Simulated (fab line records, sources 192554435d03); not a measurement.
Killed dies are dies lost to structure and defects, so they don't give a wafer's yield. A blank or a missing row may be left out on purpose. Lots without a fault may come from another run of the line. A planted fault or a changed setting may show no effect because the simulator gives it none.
Chamber matching | flow n5_finfet | N5_BEOL_M8_ETCH_62 on rie_diel-04: 4 sister chambers
The step etches SOC in N2/H2, target depth 110 nm, overetch 22 nm, time 165 s. 18 wafers are shown with their chamber, then 9 later ones without.

WAFERS WITH THEIR CHAMBER
wafer  | chamber | drypump_motor_current_A (A) | throttle_valve_pct (%) | showerhead_plenum_p_Torr (Torr)
L310.3 | 0       | 5.6                         | 17.92                  | 2.41
L310.5 | 2       | 5.8                         | 18.06                  | 2.65
L310.6 | 3       | 5.4                         | 17.31                  | 2.48
L312.1 | 2       | 5.8                         | 18.06                  | 2.64
L312.4 | 3       | 5.4                         | 17.34                  | 2.47
L312.5 | 3       | 5.4                         | 17.31                  | 2.47
L315.1 | 2       | 5.8                         | 18.09                  | 2.64
L315.2 | 3       | 5.3                         | 17.33                  | 2.47
L315.3 | 0       | 5.6                         | 17.52                  | 2.72
L316.1 | 0       | 5.7                         | 17.52                  | 2.72
L316.3 | 3       | 5.3                         | 17.35                  | 2.47
L316.6 | 2       | 5.8                         | 18.08                  | 2.64
L318.3 | 0       | 5.6                         | 17.56                  | 2.72
L318.4 | 1       | 5.2                         | 17.50                  | 2.42
L318.6 | 3       | 5.3                         | 17.34                  | 2.47
L320.2 | 2       | 5.8                         | 18.11                  | 2.64
L320.3 | 3       | 5.3                         | 17.36                  | 2.47
L320.4 | 1       | 5.3                         | 17.50                  | 2.42

SIGNATURES (means of the wafers above)
reading                  | chamber 0 | chamber 1 | chamber 2 | chamber 3 | scatter within a chamber
drypump_motor_current_A  | 5.625     | 5.250     | 5.800     | 5.343     | 0.046
throttle_valve_pct       | 17.6300   | 17.5000   | 18.0800   | 17.3343   | 0.0915
showerhead_plenum_p_Torr | 2.6425    | 2.4200    | 2.6420    | 2.4714    | 0.0718
Rule: a wafer's distance from a chamber is the root of the sum, over the readings, of the square of ((its reading less the chamber's mean) divided by the reading's scatter). The wafer belongs to the nearest chamber; if the next one is less than 2 further off, it can't be placed. The scatter: the root of (the sum of the squares of (reading less its chamber's mean) over the shown wafers, divided by (wafers less chambers)).

WAFERS WITHOUT THEIR CHAMBER
wafer  | drypump_motor_current_A (A) | throttle_valve_pct (%) | showerhead_plenum_p_Torr (Torr)
L321.1 | 5.2                         | 17.52                  | 2.41
L321.2 | 5.6                         | 17.55                  | 2.72
L321.5 | 5.4                         | 17.36                  | 2.46
L323.1 | 5.6                         | 17.55                  | 2.72
L323.4 | 5.8                         | 18.12                  | 2.63
L323.5 | 5.6                         | 17.56                  | 2.72
L324.2 | 5.8                         | 18.12                  | 2.63
L324.4 | 5.6                         | 17.58                  | 2.71
L324.5 | 5.2                         | 17.53                  | 2.41

WHICH CHAMBER EACH WENT THROUGH
wafer  | from the rows above | in truth
L321.1 | 1                   | 1
L321.2 | 0                   | 0
L321.5 | 3                   | 3
L323.1 | 0                   | 0
L323.4 | 2                   | 2
L323.5 | 0                   | 0
L324.2 | 2                   | 2
L324.4 | 0                   | 0
L324.5 | 1                   | 1
Placed correctly: 9 of 9. Can't be placed from these rows: 0. Placed wrongly: 0.
